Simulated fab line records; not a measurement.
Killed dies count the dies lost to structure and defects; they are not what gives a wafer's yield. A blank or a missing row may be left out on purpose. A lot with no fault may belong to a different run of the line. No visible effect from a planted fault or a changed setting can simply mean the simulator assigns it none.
Which tool is to blame? :: flow n5 finfet :: Sampling: 12 lots, 36 wafers, 5 of 1938 route steps

WHAT THE GAUGES READ, wafer by wafer
N5_BEOL_M15_CD_MEAS_10: the cd target is 360 nm.
lot: L077
measured: day 12 13:26
on: cd sem-01
cd nm (nm): 362.2 360.6 358.8

lot: L079
measured: day 13 10:23
on: cd sem-03
cd nm (nm): 361.0 361.0 364.1

lot: L080
measured: day 13 20:59
on: cd sem-02
cd nm (nm): 361.9 359.6 358.6

lot: L074
measured: day 13 22:08
on: cd sem-01
cd nm (nm): 362.0 359.5 360.0

lot: L084
measured: day 14 06:47
on: cd sem-01
cd nm (nm): 356.5 357.0 359.7

lot: L085
measured: day 14 12:56
on: cd sem-02
cd nm (nm): 359.7 360.5 362.7

lot: L087
measured: day 16 00:06
on: cd sem-01
cd nm (nm): 360.0 359.3 356.0

lot: L089
measured: day 16 07:54
on: cd sem-02
cd nm (nm): 361.3 361.0 361.2

lot: L090
measured: day 16 18:33
on: cd sem-02
cd nm (nm): 361.0 359.1 358.7

lot: L093
measured: day 17 11:59
on: cd sem-01
cd nm (nm): 362.6 365.8 360.7

lot: L095
measured: day 17 21:34
on: cd sem-01
cd nm (nm): 356.8 355.2 356.1

lot: L097
measured: day 18 05:02
on: cd sem-01
cd nm (nm): 358.8 360.6 358.1

WHICH TOOL RAN EACH LOT (tool, then ch and the chambers of the sampled wafers, then the start)
lot: L077
N5_BEOL_M12_SPUTTER_45: pvd sputter-03, day 12 02:51
N5_BEOL_M13_DEP_53: pecvd-04 ch 0,1,2, day 12 08:25
N5_BEOL_M14_SPUTTER_43: pvd sputter-02, day 12 11:28
N5_BEOL_M14_DEP_53: pecvd-01 ch 1,2, day 12 12:37

lot: L079
N5_BEOL_M12_SPUTTER_45: pvd sputter-01, day 12 21:19
N5_BEOL_M13_DEP_53: pecvd-01 ch 1,2, day 13 03:15
N5_BEOL_M14_SPUTTER_43: pvd sputter-03, day 13 07:48
N5_BEOL_M14_DEP_53: pecvd-01 ch 0,1,2, day 13 09:34

lot: L080
N5_BEOL_M12_SPUTTER_45: pvd sputter-02, day 13 01:41
N5_BEOL_M13_DEP_53: pecvd-02 ch 0,1,2, day 13 14:02
N5_BEOL_M14_SPUTTER_43: pvd sputter-03, day 13 18:55
N5_BEOL_M14_DEP_53: pecvd-03 ch 0,1, day 13 20:10

lot: L074
N5_BEOL_M12_SPUTTER_45: pvd sputter-03, day 13 08:59
N5_BEOL_M13_DEP_53: pecvd-01 ch 0,2, day 13 15:20
N5_BEOL_M14_SPUTTER_43: pvd sputter-01, day 13 19:44
N5_BEOL_M14_DEP_53: pecvd-01 ch 0,1, day 13 21:26

lot: L084
N5_BEOL_M12_SPUTTER_45: pvd sputter-01, day 13 19:08
N5_BEOL_M13_DEP_53: pecvd-02 ch 0,1, day 14 00:59
N5_BEOL_M14_SPUTTER_43: pvd sputter-01, day 14 04:59
N5_BEOL_M14_DEP_53: pecvd-04 ch 0,1,2, day 14 06:06

lot: L085
N5_BEOL_M12_SPUTTER_45: pvd sputter-02, day 13 20:04
N5_BEOL_M13_DEP_53: pecvd-01 ch 1,2, day 14 05:01
N5_BEOL_M14_SPUTTER_43: pvd sputter-03, day 14 10:31
N5_BEOL_M14_DEP_53: pecvd-03 ch 0,1, day 14 12:04

lot: L087
N5_BEOL_M12_SPUTTER_45: pvd sputter-01, day 15 10:23
N5_BEOL_M13_DEP_53: pecvd-02 ch 0,1, day 15 18:26
N5_BEOL_M14_SPUTTER_43: pvd sputter-01, day 15 21:28
N5_BEOL_M14_DEP_53: pecvd-03 ch 1,2, day 15 23:25

lot: L089
N5_BEOL_M12_SPUTTER_45: pvd sputter-01, day 15 17:05
N5_BEOL_M13_DEP_53: pecvd-02 ch 0,1,2, day 15 23:08
N5_BEOL_M14_SPUTTER_43: pvd sputter-03, day 16 06:06
N5_BEOL_M14_DEP_53: pecvd-03 ch 0,1,2, day 16 07:13

lot: L090
N5_BEOL_M12_SPUTTER_45: pvd sputter-01, day 16 03:32
N5_BEOL_M13_DEP_53: pecvd-01 ch 1,2, day 16 11:53
N5_BEOL_M14_SPUTTER_43: pvd sputter-01, day 16 16:11
N5_BEOL_M14_DEP_53: pecvd-01 ch 0,1,2, day 16 17:52

lot: L093
N5_BEOL_M12_SPUTTER_45: pvd sputter-01, day 16 20:25
N5_BEOL_M13_DEP_53: pecvd-04 ch 0,2, day 17 05:59
N5_BEOL_M14_SPUTTER_43: pvd sputter-03, day 17 09:25
N5_BEOL_M14_DEP_53: pecvd-01 ch 0,1,2, day 17 11:09

lot: L095
N5_BEOL_M12_SPUTTER_45: pvd sputter-01, day 17 08:29
N5_BEOL_M13_DEP_53: pecvd-04 ch 0,2, day 17 14:14
N5_BEOL_M14_SPUTTER_43: pvd sputter-02, day 17 19:17
N5_BEOL_M14_DEP_53: pecvd-01 ch 0,1,2, day 17 20:46

lot: L097
N5_BEOL_M12_SPUTTER_45: pvd sputter-03, day 17 13:27
N5_BEOL_M13_DEP_53: pecvd-02 ch 1,2, day 17 22:42
N5_BEOL_M14_SPUTTER_43: pvd sputter-02, day 18 03:05
N5_BEOL_M14_DEP_53: pecvd-01 ch 0,2, day 18 04:14
- N5_BEOL_M12_SPUTTER_45: material Cu, target thk 80 nm, time 13.33 s.
- N5_BEOL_M13_DEP_53: deposits SiCN from 3MS/NH3, target thk 50 nm, time 17.8 s.
- N5_BEOL_M14_SPUTTER_43: material TaN, target thk 15 nm, time 24.19 s.
- N5_BEOL_M14_DEP_53: deposits SiCN from 3MS/NH3, target thk 50 nm, time 17.8 s.

THE ANSWER, worked out from the rows above alone
Rule: usual is defined by the lots themselves. The widest of any qualifying gaps counts: lots, ordered by their means at a reading, are off when they make up no more than a third of the lots, leave a main group of 4 or more, and stand apart from it by 3 or more times the standard deviation of that group's means. If all means in a main group match to the digits the tables above print for the reading, that group is not used. A lot without any number at a reading at which 4 lots or more have one is off too. Where the step has rows for the other lots, those lots are counted as sound.
None of the lots is off at any reading shown; this tells nothing.

WHAT THE SIMULATOR PUT IN
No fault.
